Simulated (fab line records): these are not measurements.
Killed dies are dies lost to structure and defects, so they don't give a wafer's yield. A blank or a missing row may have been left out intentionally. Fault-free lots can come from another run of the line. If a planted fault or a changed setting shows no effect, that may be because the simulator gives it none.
Chamber matching + flow nand-harc + 4 sister chambers for NHARC_A_CONTACT_CMP_20 on cmp-02
The step polishes, t overpolish 30 s, target thk 300 nm. 14 wafers are shown with their chamber, then 7 later ones without.

## EACH WAFER AND ITS CHAMBER
| wafer  | chamber | motor-current-A (A) | overpolish-run-s (s) | slurry-filter-dp-kPa (kPa) |
|--------|---------|---------------------|----------------------|----------------------------|
| L456.3 | 2       | 13.7                | 29.986               | 13.81                      |
| L456.4 | 1       | 10.0                | 29.993               | 13.59                      |
| L456.5 | 0       | 12.9                | 29.993               | 13.37                      |
| L460.3 | 0       | 12.5                | 29.987               | 13.41                      |
| L460.4 | 2       | 13.1                | 29.999               | 13.47                      |
| L460.5 | 1       | 9.8                 | 30.023               | 13.51                      |
| L462.2 | 0       | 12.7                | 30.002               | 13.36                      |
| L462.4 | 1       | 10.1                | 30.006               | 13.73                      |
| L462.5 | 0       | 12.9                | 29.999               | 13.52                      |
| L463.3 | 0       | 13.2                | 30.004               | 13.25                      |
| L463.4 | 3       | 10.4                | 30.007               | 13.45                      |
| L463.6 | 0       | 13.3                | 30.001               | 13.69                      |
| L466.1 | 2       | 12.8                | 30.005               | 13.40                      |
| L466.3 | 0       | 12.2                | 30.009               | 13.56                      |

SIGNATURES (averages over the wafers above)
| reading              | chamber 0 | chamber 1 | chamber 2 | chamber 3 | scatter within a chamber |
|----------------------|-----------|-----------|-----------|-----------|--------------------------|
| motor-current-A      | 12.814    | 9.967     | 13.200    | 10.400    | 0.368                    |
| overpolish-run-s     | 29.99929  | 30.00733  | 29.99667  | 30.00700  | 0.00979                  |
| slurry-filter-dp-kPa | 13.4514   | 13.6100   | 13.5600   | 13.4500   | 0.159                    |
Rule: distance of a wafer from a chamber = root of the sum over the readings of ((wafer's reading minus chamber's mean) / reading's scatter) squared. If the next closest chamber is less than 2 further off than the closest, the wafer can't be placed; otherwise it belongs to the closest. The scatter: the root of (the sum of the squares of (reading less its chamber's mean) over the shown wafers, divided by (wafers less chambers)).

## WAFERS WHOSE CHAMBER IS MISSING
| wafer  | motor-current-A (A) | overpolish-run-s (s) | slurry-filter-dp-kPa (kPa) |
|--------|---------------------|----------------------|----------------------------|
| L466.4 | 10.4                | 29.981               | 13.50                      |
| L477.3 | 10.3                | 29.995               | 13.38                      |
| L477.4 | 9.6                 | 29.978               | 13.62                      |
| L477.5 | 9.7                 | 29.997               | 13.55                      |
| L478.1 | 9.7                 | 29.999               | 13.45                      |
| L478.4 | 13.8                | 29.982               | 13.42                      |
| L478.5 | 12.9                | 30.012               | 13.24                      |

## THE CHAMBER EACH PASSED THROUGH
| wafer  | from the rows above     | in truth |
|--------|-------------------------|----------|
| L466.4 | can't be placed: 3 or 1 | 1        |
| L477.3 | can't be placed: 3 or 1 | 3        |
| L477.4 | can't be placed: 1 or 3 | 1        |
| L477.5 | can't be placed: 1 or 3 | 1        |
| L478.1 | can't be placed: 1 or 3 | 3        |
| L478.4 | can't be placed: 2 or 0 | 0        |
| L478.5 | can't be placed: 0 or 2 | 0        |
Correct placement for 0 of the 7. These rows do not allow placing 7 (true chamber among the candidates in 7). Wrongly placed: 0.
